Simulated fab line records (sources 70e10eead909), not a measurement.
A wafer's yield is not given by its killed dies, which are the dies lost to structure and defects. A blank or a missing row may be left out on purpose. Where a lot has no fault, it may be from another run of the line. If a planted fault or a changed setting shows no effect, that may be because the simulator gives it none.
fab line records	flow nand_harc
record lots=24	wafers=72	last_day=33
route steps=1302 shown P_M0@266 P_M1@308 P_BONDPAD@380 A_ONON_D1@443 A_CHANNEL_HOLE_D1@464
lots untouched by any fault: they come from a run of this same line in which no faults occurred
start_h: hours from the record's opening day to when the first of the lot's shown wafers began	wait_h: hours since the lot's step before	" repeats the value in the row above	L1.1+2: several wafers, shown together as one row	- no value present, or no start provided	* or withheld: withheld	< > ~ a bound
route shown NAME@n: names a module that has steps shown in the file, with the first one's number in the route	usual: mean and standard deviation over wafers with no fault	same: alike in all rows	chamber/n: place in a boat	sites: each site's reading	_std_site: standard deviation across them	_edge_site: the outer-site mean with the inner-site mean subtracted	radius_mm: how far each site lies from the wafer's centre	mask NAME#n: copy n	behind: the tool/chamber that last shaped the wafer	hold: the reason the lot was held/the length of the hold in hours/how it ended	device: names the non-switching transistor (n, p or np)	end of line: the tests these same wafers got at the end of their route	for a step that has no rows: nothing shown but its recipe	killed: the dies lost at the first sort to structure and to defects; this is not the yield of the wafer	map: shows each die of a wafer: x if killed, . if not, _ if none is there
set.NAME: the setting that was run; set.NAME@STEP: the one run at that earlier step	model.NAME: the simulator's own value behind a step, which no gauge read
one table for each step of the route and one row for each wafer, over a sample of lots
services: from which hour (start_h, from the record's first day; less than 0 if before it) a tool's chamber was out of use, for how many hours, and why
## steps
# step NHARC_P_M0_DESCUM_14
# recipe time_s=3	o2_flow_sccm=200	ar_flow_sccm=0	bias_power_w=0	chemistry=O2
# usual drypump_motor_current_A=5.7/0.57	oes_product_au=0.998/0.0085	rf_vpp_V=57.8/0.9	showerhead_plenum_p_Torr=1.93/0.079	throttle_valve_pct=11.312/0.0093
lot.wafer	tool	chamber	start_h	wait_h	drypump_motor_current_A	oes_product_au	rf_hours_counter_h	rf_vpp_V	showerhead_plenum_p_Torr	throttle_valve_pct
L074.1	rie_diel-10	1	125.39	0.1	6.4	0.983	19	57.5	1.94	11.307
L074.2	"	3	"	"	4.7	0.988	16	59.1	1.93	11.310
L074.5	"	1	"	"	6.5	0.994	-	57.8	1.94	11.310
L075.1	rie_diel-10	3	127.71	0.1	4.7	0.994	17	58.2	1.93	11.314
L075.4	"	1	"	"	6.4	1.001	19	58.7	1.94	11.311
L075.6	"	2	"	"	6.1	0.994	-	59.7	2.07	11.313
L076.3	rie_diel-10	3	141.90	0.1	4.7	0.987	19	58.3	1.93	11.303
L076.2	"	0	"	"	5.4	1.005	21	56.3	1.95	11.308
L076.4	"	1	"	"	6.4	0.994	22	57.1	1.94	11.296
L077.2	rie_diel-11	2	151.93	0.1	6.7	0.993	13	58.0	1.80	11.303
L077.1	"	3	"	"	5.2	0.985	15	56.8	2.01	11.314
L077.3	"	1	"	"	5.3	0.989	12	56.4	1.91	11.303
L078.1	rie_diel-10	1	158.39	0.1	6.4	0.987	28	58.3	1.94	11.309
L078.2	"	2	"	"	6.1	0.992	28	57.7	2.07	11.311
L078.6	"	1	"	"	6.4	0.984	-	57.8	1.94	11.300
L079.2	rie_diel-11	0	174.46	0.1	6.0	0.989	16	58.9	1.90	11.317
L079.6	"	3	"	"	5.1	0.995	-	58.1	2.01	11.318
L079.5	"	0	"	"	6.0	0.980	-	58.3	1.90	11.311
L080.4	rie_diel-11	2	193.37	0.1	6.7	0.992	21	56.7	1.80	11.325
L080.2	"	3	"	"	5.2	0.996	22	58.5	2.01	11.310
L080.1	"	0	"	"	6.0	0.989	20	56.5	1.90	11.304
L081.3	rie_diel-03	2	193.79	0.1	5.4	1.005	29	58.1	2.02	11.312
L081.1	"	0	"	"	6.0	1.008	25	57.7	1.82	11.316
L081.5	"	1	"	"	5.7	1.002	-	57.3	1.84	11.311
L082.2	rie_diel-11	3	202.58	0.1	5.2	0.993	23	59.5	2.01	11.316
L082.4	"	0	"	"	6.0	0.991	21	58.4	1.90	11.330
L082.5	"	2	"	"	6.6	0.997	-	57.7	1.80	11.330
L084.1	rie_diel-11	2	218.10	0.1	6.6	1.011	25	57.2	1.80	11.320
L084.4	"	1	"	"	5.4	1.001	22	57.8	1.91	11.319
L084.6	"	2	"	"	6.7	1.005	-	57.7	1.80	11.312
L083.1	rie_diel-10	0	219.50	0.1	5.4	1.007	44	57.5	1.94	11.318
L083.2	"	2	"	"	6.0	0.994	51	58.0	2.06	11.300
L083.4	"	1	"	"	6.4	0.983	-	58.0	1.93	11.311
L085.2	rie_diel-11	3	237.15	0.1	5.1	0.997	29	57.7	2.01	11.298
L085.1	"	1	"	"	5.3	0.985	26	57.0	1.91	11.319
L085.5	"	3	"	"	5.1	1.007	-	57.0	2.01	11.304
L086.1	rie_diel-11	1	243.26	0.1	5.3	0.995	27	56.5	1.91	11.309
L086.2	"	0	"	"	6.0	0.993	28	56.4	1.90	11.309
L086.5	"	1	"	"	5.3	0.998	-	57.7	1.91	11.323
L087.2	rie_diel-03	1	246.44	0.1	5.7	1.000	46	56.8	1.84	11.298
L087.5	"	0	"	"	5.9	1.010	-	56.6	1.82	11.318
L087.6	"	1	"	"	5.7	0.999	-	57.0	1.84	11.322
L088.3	rie_diel-03	1	258.40	0.1	5.7	1.008	48	58.1	1.84	11.320
L088.5	"	1	"	"	5.7	1.007	-	56.8	1.84	11.317
L088.6	"	2	"	"	5.3	1.009	-	58.2	2.01	11.306
L089.4	rie_diel-03	2	279.61	0.1	5.4	1.008	53	58.2	2.01	11.319
L089.2	"	3	"	"	5.9	0.995	55	58.9	2.01	11.308
L089.5	"	2	"	"	5.4	1.013	-	57.5	2.01	11.310
L090.2	rie_diel-10	0	286.19	0.1	5.5	1.002	11	57.4	1.94	11.307
L090.6	"	3	"	"	4.7	0.986	-	57.0	1.91	11.322
L090.5	"	0	"	"	5.5	1.000	-	59.0	1.94	11.311
L091.2	rie_diel-10	0	291.35	0.1	5.4	0.999	13	58.9	1.94	11.323
L091.3	"	1	"	"	6.4	0.998	15	56.8	1.92	11.301
L091.1	"	2	"	"	6.1	0.990	15	58.2	2.05	11.314
L092.1	rie_diel-11	2	296.87	0.1	6.7	1.017	9	54.9	1.79	11.309
L092.4	"	3	"	"	5.2	0.998	10	57.0	2.00	11.321
L092.6	"	1	"	"	5.3	1.011	-	58.1	1.90	11.316
L093.4	rie_diel-03	1	309.48	0.1	5.7	1.003	3	57.4	1.83	11.310
L093.5	"	3	"	"	5.9	1.010	-	58.3	2.00	11.318
L093.6	"	0	"	"	6.0	1.007	-	57.6	1.81	11.302
L094.1	rie_diel-10	0	321.56	0.1	5.4	1.005	18	59.2	1.94	11.313
L094.3	"	3	"	"	4.7	0.992	17	56.7	1.91	11.322
L094.6	"	1	"	"	6.4	0.998	-	56.9	1.92	11.302
L095.4	rie_diel-03	3	325.44	0.1	5.9	1.004	7	58.7	2.00	11.314
L095.3	"	0	"	"	5.9	1.007	8	58.9	1.81	11.305
L095.5	"	2	"	"	5.4	0.986	-	56.9	2.01	11.321
L096.1	rie_diel-11	3	335.78	0.1	5.2	1.015	18	59.5	2.00	11.292
L096.4	"	1	"	"	5.3	1.021	13	57.7	1.90	11.315
L096.6	"	3	"	"	5.2	1.002	-	57.6	2.00	11.305
L097.3	rie_diel-10	3	348.47	0.1	4.7	0.996	28	58.3	1.91	11.305
L097.4	"	0	"	"	5.4	1.014	27	58.5	1.93	11.322
L097.6	"	3	"	"	4.7	0.999	-	58.3	1.91	11.319
# step NHARC_P_M1_PVD_21
# recipe target_thk_a=300	chamber_pressure_pa=5	power_w=5000	substrate_temp_c=30	time_s=20.49	material=Cu
# usual throttle_valve_pct=29.9/1.1
lot.wafer	tool	chamber	start_h	wait_h	throttle_valve_pct
L074.1	pvd_sputter-02	-	-	-	30.8
L074.2	"	-	"	"	29.2
L074.5	"	-	"	"	30.7
L075.4	pvd_sputter-03	-	-	-	29.9
L075.1	"	-	"	"	30.9
L075.6	"	-	"	"	29.9
L076.3	pvd_sputter-02	-	-	-	30.7
L076.2	"	-	"	"	28.5
L076.4	"	-	"	"	29.2
L077.2	pvd_sputter-03	-	-	-	30.0
L077.3	"	-	"	"	28.4
L077.1	"	-	"	"	30.9
L078.1	pvd_sputter-03	-	-	-	28.4
L078.2	"	-	"	"	30.2
L078.6	"	-	"	"	31.2
L079.2	pvd_sputter-02	-	-	-	30.7
L079.6	"	-	"	"	28.8
L079.5	"	-	"	"	29.0
L080.2	pvd_sputter-02	-	-	-	28.9
L080.4	"	-	"	"	29.5
L080.1	"	-	"	"	30.8
L081.1	pvd_sputter-03	-	-	-	28.7
L081.3	"	-	"	"	31.6
L081.5	"	-	"	"	29.2
L082.4	pvd_sputter-03	-	-	-	30.9
L082.2	"	-	"	"	28.3
L082.5	"	-	"	"	31.6
L084.4	pvd_sputter-03	-	-	-	29.4
L084.1	"	-	"	"	31.8
L084.6	"	-	"	"	28.4
L083.4	pvd_sputter-01	-	-	-	28.9
L083.1	"	-	"	"	30.9
L083.2	"	-	"	"	29.4
L085.2	pvd_sputter-03	-	-	-	30.7
L085.1	"	-	"	"	29.5
L085.5	"	-	"	"	32.0
L086.1	pvd_sputter-03	-	-	-	29.1
L086.2	"	-	"	"	31.7
L086.5	"	-	"	"	29.3
L087.2	pvd_sputter-03	-	-	-	31.2
L087.6	"	-	"	"	28.4
L087.5	"	-	"	"	31.8
L088.3	pvd_sputter-01	-	-	-	29.3
L088.5	"	-	"	"	30.4
L088.6	"	-	"	"	29.6
L089.2	pvd_sputter-01	-	-	-	29.5
L089.4	"	-	"	"	30.2
L089.5	"	-	"	"	27.8
L090.2	pvd_sputter-01	-	-	-	29.3
L090.6	"	-	"	"	30.3
L090.5	"	-	"	"	29.5
L091.2	pvd_sputter-03	-	-	-	32.0
L091.1	"	-	"	"	30.8
L091.3	"	-	"	"	29.3
L092.4	pvd_sputter-02	-	-	-	30.9
L092.1	"	-	"	"	28.8
L092.6	"	-	"	"	28.7
L093.4	pvd_sputter-01	-	-	-	29.7
L093.5	"	-	"	"	30.2
L093.6	"	-	"	"	29.5
L094.3	pvd_sputter-02	-	-	-	30.8
L094.1	"	-	"	"	29.3
L094.6	"	-	"	"	30.0
L095.4	pvd_sputter-03	-	-	-	32.0
L095.3	"	-	"	"	30.7
L095.5	"	-	"	"	28.5
L096.1	pvd_sputter-02	-	-	-	31.1
L096.4	"	-	"	"	29.8
L096.6	"	-	"	"	29.0
L097.4	pvd_sputter-02	-	-	-	30.1
L097.3	"	-	"	"	30.7
L097.6	"	-	"	"	28.8
# step NHARC_P_M1_ANNEAL_31
# recipe temp_c=225	time_s=90
# usual anneal_temp_c=225.01/0.16	wafer_temp_C_max=226.06/0.29
lot.wafer	tool	chamber	start_h	wait_h	anneal_temp_c	wafer_temp_C_max
L074.1	rtp_anneal-02	0	131.77	0.4	225.00	226.03
L074.2	"	0	"	"	224.98	225.90
L074.5	"	0	"	"	225.03	226.36
L075.1	rtp_anneal-01	0	134.00	0.3	225.05	225.89
L075.4	"	0	"	"	224.70	226.04
L075.6	"	0	"	"	224.82	225.51
L076.2	rtp_anneal-02	0	148.12	-	224.94	226.36
L076.3	"	0	"	"	224.82	226.56
L076.4	"	0	"	"	224.92	225.98
L077.1	rtp_anneal-01	0	157.99	0.3	224.61	225.43
L077.2	"	0	"	"	224.85	225.83
L077.3	"	0	"	"	224.93	225.63
L078.1	rtp_anneal-02	0	164.85	0.3	224.95	226.25
L078.2	"	0	"	"	224.97	226.30
L078.6	"	0	"	"	225.28	226.19
L079.2	rtp_anneal-01	0	180.20	0.4	224.92	226.02
L079.5	"	0	"	"	224.92	225.80
L079.6	"	0	"	"	225.15	225.71
L080.1	rtp_anneal-02	0	199.13	-	225.09	226.20
L080.2	"	0	"	"	224.96	226.59
L080.4	"	0	"	"	225.10	225.84
L081.1	rtp_anneal-01	0	199.86	0.3	225.18	226.16
L081.3	"	0	"	"	224.93	225.60
L081.5	"	0	"	"	225.33	225.75
L082.2	rtp_anneal-02	0	208.33	0.3	225.14	226.30
L082.4	"	0	"	"	225.03	226.33
L082.5	"	0	"	"	225.20	226.62
L084.1	rtp_anneal-01	0	223.99	-	224.85	225.93
L084.4	"	0	"	"	225.11	225.78
L084.6	"	0	"	"	225.00	225.79
L083.1	rtp_anneal-02	0	225.46	0.3	225.09	226.33
L083.2	"	0	"	"	225.08	226.46
L083.4	"	0	"	"	225.51	226.33
L085.1	rtp_anneal-02	0	242.93	0.3	225.30	226.61
L085.2	"	0	"	"	225.00	226.32
L085.5	"	0	"	"	225.11	226.67
L086.1	rtp_anneal-02	0	249.27	0.3	224.76	226.42
L086.2	"	0	"	"	224.78	226.22
L086.5	"	0	"	"	224.92	226.00
L087.2	rtp_anneal-01	0	252.49	0.4	224.90	225.96
L087.5	"	0	"	"	224.83	225.98
L087.6	"	0	"	"	224.87	225.54
L088.3	rtp_anneal-02	0	264.34	0.4	225.01	226.52
L088.5	"	0	"	"	224.95	225.73
L088.6	"	0	"	"	225.07	226.10
L089.2	rtp_anneal-01	0	285.72	-	225.08	225.91
L089.4	"	0	"	"	224.78	225.95
L089.5	"	0	"	"	224.92	225.91
L090.2	rtp_anneal-02	0	292.07	-	224.99	226.19
L090.5	"	0	"	"	224.99	225.94
L090.6	"	0	"	"	225.10	226.36
L091.1	rtp_anneal-02	0	297.10	-	225.38	226.19
L091.2	"	0	"	"	225.07	226.53
L091.3	"	0	"	"	225.07	225.97
L092.1	rtp_anneal-01	0	302.68	0.3	225.09	225.81
L092.4	"	0	"	"	225.10	226.16
L092.6	"	0	"	"	224.97	225.76
L093.4	rtp_anneal-01	0	315.44	-	224.91	225.90
L093.5	"	0	"	"	224.98	225.97
L093.6	"	0	"	"	224.84	225.82
L094.1	rtp_anneal-01	0	327.59	-	224.94	225.70
L094.3	"	0	"	"	225.14	225.92
L094.6	"	0	"	"	225.21	226.02
L095.3	rtp_anneal-01	0	331.26	-	224.91	226.20
L095.4	"	0	"	"	224.96	226.12
L095.5	"	0	"	"	225.08	226.08
L096.1	rtp_anneal-02	0	341.62	-	224.87	226.91
L096.4	"	0	"	"	225.20	225.93
L096.6	"	0	"	"	225.21	225.96
L097.3	rtp_anneal-01	0	354.39	-	224.87	225.85
L097.4	"	0	"	"	224.84	225.58
L097.6	"	0	"	"	225.07	225.95
# step NHARC_P_BONDPAD_CMP_19
# recipe t_overpolish_s=30	cu_recess_touch_s=16	target_thk_nm=160.81
# usual motor_current_A=11.8/1.1	overpolish_run_s=30.001/0.0092
lot.wafer	tool	chamber	start_h	wait_h	motor_current_A	overpolish_run_s
L074.1	cmp-02	1	141.34	-	10.5	30.004
L074.2	"	2	"	"	10.8	30.007
L074.5	"	1	"	"	10.6	30.000
L075.1	cmp-01	1	143.21	-	13.2	29.992
L075.4	"	2	"	"	10.3	30.005
L075.6	"	1	"	"	13.6	30.003
L076.4	cmp-04	0	157.01	-	12.3	30.003
L076.3	"	1	"	"	13.4	29.998
L076.2	"	2	"	"	12.3	30.013
L077.3	cmp-02	3	167.38	-	11.3	29.998
L077.2	"	1	"	"	10.5	30.009
L077.1	"	2	"	"	11.1	29.995
L078.1	cmp-04	1	173.78	-	13.1	29.988
L078.2	"	2	"	"	12.3	29.988
L078.6	"	0	"	"	12.5	30.003
L079.2	cmp-02	0	189.26	-	12.5	30.007
L079.5	"	1	"	"	11.5	30.004
L079.6	"	2	"	"	11.1	29.984
L080.1	cmp-02	1	208.02	-	11.3	29.999
L080.4	"	2	"	"	10.1	29.995
L080.2	"	0	"	"	12.7	29.979
L081.3	cmp-04	1	208.94	-	13.1	30.005
L081.1	"	2	"	"	11.7	29.999
L081.5	"	3	"	"	10.4	29.986
L082.4	cmp-01	2	217.22	-	10.8	30.004
L082.2	"	0	"	"	13.0	30.007
L082.5	"	2	"	"	10.5	30.001
L084.4	cmp-01	0	233.06	-	12.6	30.002
L084.1	"	1	"	"	13.3	30.011
L084.6	"	3	"	"	13.2	29.995
L083.1	cmp-04	3	234.56	-	11.0	30.002
L083.4	"	1	"	"	12.8	29.993
L083.2	"	2	"	"	12.6	29.997
L085.2	cmp-01	3	251.97	-	12.8	29.984
L085.1	"	0	"	"	12.0	30.000
L085.5	"	2	"	"	11.3	30.025
L086.2	cmp-01	3	258.38	-	12.7	29.994
L086.1	"	2	"	"	11.0	29.998
L086.5	"	3	"	"	13.4	30.001
L087.2	cmp-02	2	261.95	-	11.0	29.997
L087.6	"	1	"	"	10.9	29.992
L087.5	"	2	"	"	10.8	30.011
L088.3	cmp-02	0	273.42	-	12.9	29.992
L088.6	"	0	"	"	12.6	29.987
L088.5	"	1	"	"	10.7	29.995
L089.2	cmp-02	2	294.50	-	11.1	29.991
L089.4	"	1	"	"	10.8	30.006
L089.5	"	2	"	"	10.8	29.986
L090.2	cmp-04	3	301.25	-	10.7	30.021
L090.5	"	1	"	"	13.2	30.003
L090.6	"	2	"	"	12.0	29.995
L091.2	cmp-02	2	306.05	-	11.0	30.011
L091.1	"	3	"	"	11.2	30.005
L091.3	"	1	"	"	10.7	29.997
L092.4	cmp-02	3	311.74	-	10.6	29.993
L092.1	"	1	"	"	10.9	29.997
L092.6	"	2	"	"	10.9	29.998
L093.4	cmp-04	2	324.38	-	12.4	29.997
L093.6	"	3	"	"	10.9	29.991
L093.5	"	0	"	"	13.1	29.997
L094.3	cmp-02	1	336.79	-	10.6	30.010
L094.1	"	2	"	"	10.5	30.021
L094.6	"	1	"	"	11.1	30.013
L095.4	cmp-04	2	340.68	-	12.3	30.008
L095.3	"	1	"	"	12.6	29.992
L095.5	"	2	"	"	11.7	30.000
L096.4	cmp-02	2	350.67	-	10.6	29.996
L096.1	"	1	"	"	11.0	29.989
L096.6	"	2	"	"	11.0	29.994
L097.4	cmp-01	2	363.50	-	10.5	30.000
L097.3	"	0	"	"	12.4	29.999
L097.6	"	3	"	"	13.2	30.012
# step NHARC_A_ONON_D1_THK_MEAS_27
# recipe thk_meas_gauge=ellipsometry
# usual thk_nm=1002/11
lot.wafer	tool	chamber	start_h	wait_h	thk_nm
L075.1	film_metro-02	-	180.62	-	1021
L075.4	"	-	"	"	1020
L075.6	"	-	"	"	1019
L074.1	film_metro-01	-	180.62	-	989
L074.2	"	-	"	"	991
L074.5	"	-	"	"	990
L076.2	film_metro-01	-	192.64	-	999
L076.3	"	-	"	"	998
L076.4	"	-	"	"	997
L077.1	film_metro-01	-	202.82	-	1000
L077.2	"	-	"	"	1000
L077.3	"	-	"	"	1002
L078.1	film_metro-02	-	209.44	-	1012
L078.2	"	-	"	"	1013
L078.6	"	-	"	"	1013
L079.2	film_metro-02	-	225.13	-	999
L079.5	"	-	"	"	998
L079.6	"	-	"	"	1001
L081.1	film_metro-02	-	242.79	-	992
L081.3	"	-	"	"	993
L081.5	"	-	"	"	996
L080.1	film_metro-01	-	242.80	-	997
L080.2	"	-	"	"	997
L080.4	"	-	"	"	995
L082.2	film_metro-02	-	255.43	-	1003
L082.4	"	-	"	"	1006
L082.5	"	-	"	"	1003
L083.1	film_metro-01	-	269.45	-	1010
L083.2	"	-	"	"	1010
L083.4	"	-	"	"	1009
L084.1	film_metro-02	-	269.45	-	1008
L084.4	"	-	"	"	1007
L084.6	"	-	"	"	1007
L085.1	film_metro-01	-	287.89	-	1011
L085.2	"	-	"	"	1010
L085.5	"	-	"	"	1008
L086.1	film_metro-02	-	294.10	-	1002
L086.2	"	-	"	"	1002
L086.5	"	-	"	"	1002
L087.2	film_metro-02	-	297.74	-	984
L087.5	"	-	"	"	986
L087.6	"	-	"	"	986
L088.3	film_metro-02	-	311.32	-	1007
L088.5	"	-	"	"	1009
L088.6	"	-	"	"	1006
L089.2	film_metro-02	-	332.48	-	1002
L089.4	"	-	"	"	1000
L089.5	"	-	"	"	999
L090.2	film_metro-01	-	340.89	-	999
L090.5	"	-	"	"	997
L090.6	"	-	"	"	1000
L091.1	film_metro-02	-	340.90	-	993
L091.2	"	-	"	"	994
L091.3	"	-	"	"	996
L092.1	film_metro-01	-	351.80	-	985
L092.4	"	-	"	"	983
L092.6	"	-	"	"	982
L093.4	film_metro-02	-	361.73	-	986
L093.5	"	-	"	"	986
L093.6	"	-	"	"	988
L094.1	film_metro-01	-	373.02	-	1017
L094.3	"	-	"	"	1017
L094.6	"	-	"	"	1017
L095.3	film_metro-01	-	376.72	-	987
L095.4	"	-	"	"	988
L095.5	"	-	"	"	988
L096.1	film_metro-01	-	389.59	-	1008
L096.4	"	-	"	"	1008
L096.6	"	-	"	"	1008
L097.3	film_metro-01	-	402.45	-	1027
L097.4	"	-	"	"	1027
L097.6	"	-	"	"	1025
# step NHARC_A_CHANNEL_HOLE_D1_INSPECT_12
# usual raw_defect_count=5.3/2.6
lot.wafer	tool	chamber	start_h	wait_h	raw_defect_count
L075.1	defect_inspect-02	-	184.67	0.0	10
L075.4	"	-	"	"	5
L075.6	"	-	"	"	6
L074.1	defect_inspect-01	-	185.17	0.0	1
L074.2	"	-	"	"	10
L074.5	"	-	"	"	1
L076.2	defect_inspect-02	-	196.86	0.0	2
L076.3	"	-	"	"	1
L076.4	"	-	"	"	2
L077.1	defect_inspect-01	-	213.28	0.0	3
L077.2	"	-	"	"	1
L077.3	"	-	"	"	3
L078.1	defect_inspect-02	-	216.32	0.0	8
L078.2	"	-	"	"	5
L078.6	"	-	"	"	6
L079.2	defect_inspect-01	-	229.72	0.0	5
L079.5	"	-	"	"	4
L079.6	"	-	"	"	4
L081.1	defect_inspect-01	-	246.82	0.0	3
L081.3	"	-	"	"	4
L081.5	"	-	"	"	5
L080.1	defect_inspect-02	-	246.98	0.0	6
L080.2	"	-	"	"	3
L080.4	"	-	"	"	5
L082.2	defect_inspect-01	-	262.84	0.0	6
L082.4	"	-	"	"	4
L082.5	"	-	"	"	4
L083.1	defect_inspect-02	-	273.45	0.0	3
L083.2	"	-	"	"	4
L083.4	"	-	"	"	7
L084.1	defect_inspect-02	-	274.26	0.0	9
L084.4	"	-	"	"	7
L084.6	"	-	"	"	3
L085.1	defect_inspect-02	-	291.75	0.0	4
L085.2	"	-	"	"	9
L085.5	"	-	"	"	6
L086.1	defect_inspect-01	-	299.90	0.0	3
L086.2	"	-	"	"	4
L086.5	"	-	"	"	5
L087.2	defect_inspect-01	-	301.86	0.0	5
L087.5	"	-	"	"	5
L087.6	"	-	"	"	6
L088.3	defect_inspect-02	-	316.40	0.0	3
L088.5	"	-	"	"	5
L088.6	"	-	"	"	6
L089.2	defect_inspect-01	-	336.42	0.0	2
L089.4	"	-	"	"	7
L089.5	"	-	"	"	9
L090.2	defect_inspect-01	-	345.36	0.0	8
L090.5	"	-	"	"	7
L090.6	"	-	"	"	4
L091.1	defect_inspect-02	-	345.59	0.0	2
L091.2	"	-	"	"	7
L091.3	"	-	"	"	9
L092.1	defect_inspect-01	-	355.73	0.0	7
L092.4	"	-	"	"	3
L092.6	"	-	"	"	3
L093.4	defect_inspect-02	-	365.66	0.0	5
L093.5	"	-	"	"	1
L093.6	"	-	"	"	4
L094.1	defect_inspect-02	-	377.20	0.0	4
L094.3	"	-	"	"	6
L094.6	"	-	"	"	5
L095.3	defect_inspect-01	-	388.80	0.0	2
L095.4	"	-	"	"	6
L095.5	"	-	"	"	10
L096.1	defect_inspect-01	-	393.51	0.0	5
L096.4	"	-	"	"	12
L096.6	"	-	"	"	4
L097.3	defect_inspect-02	-	410.03	0.0	4
L097.4	"	-	"	"	10
L097.6	"	-	"	"	10
## services
tool	chamber	start_h	hours	kind
pvd_sputter-02	-	104.00	10.0	pm
rie_diel-03	-	105.37	9.0	pm
cmp-04	-	111.00	4.0	pm
cmp-02	-	134.51	4.0	pm
rie_diel-10	0	154.04	18.7	repair
rie_diel-11	1	164.12	3.9	repair
cmp-04	-	164.53	0.3	repair
rie_diel-10	2	169.91	4.2	repair
pvd_sputter-03	-	178.32	10.0	pm
cmp-04	-	209.06	4.0	pm
rie_diel-10	3	214.92	5.4	repair
cmp-02	-	232.51	4.0	pm
rie_diel-10	-	242.54	9.0	pm
rie_diel-11	-	255.54	9.0	pm
cmp-04	-	257.98	0.6	repair
cmp-04	-	280.78	0.5	repair
rie_diel-11	1	281.24	6.8	repair
pvd_sputter-02	-	282.00	10.0	pm
cmp-04	-	307.17	4.0	pm
cmp-02	-	309.40	0.5	repair
rie_diel-11	2	315.90	6.3	repair
cmp-02	-	330.51	4.0	pm
rie_diel-11	3	347.65	4.0	repair
pvd_sputter-03	-	356.32	10.0	pm
## key
fault none
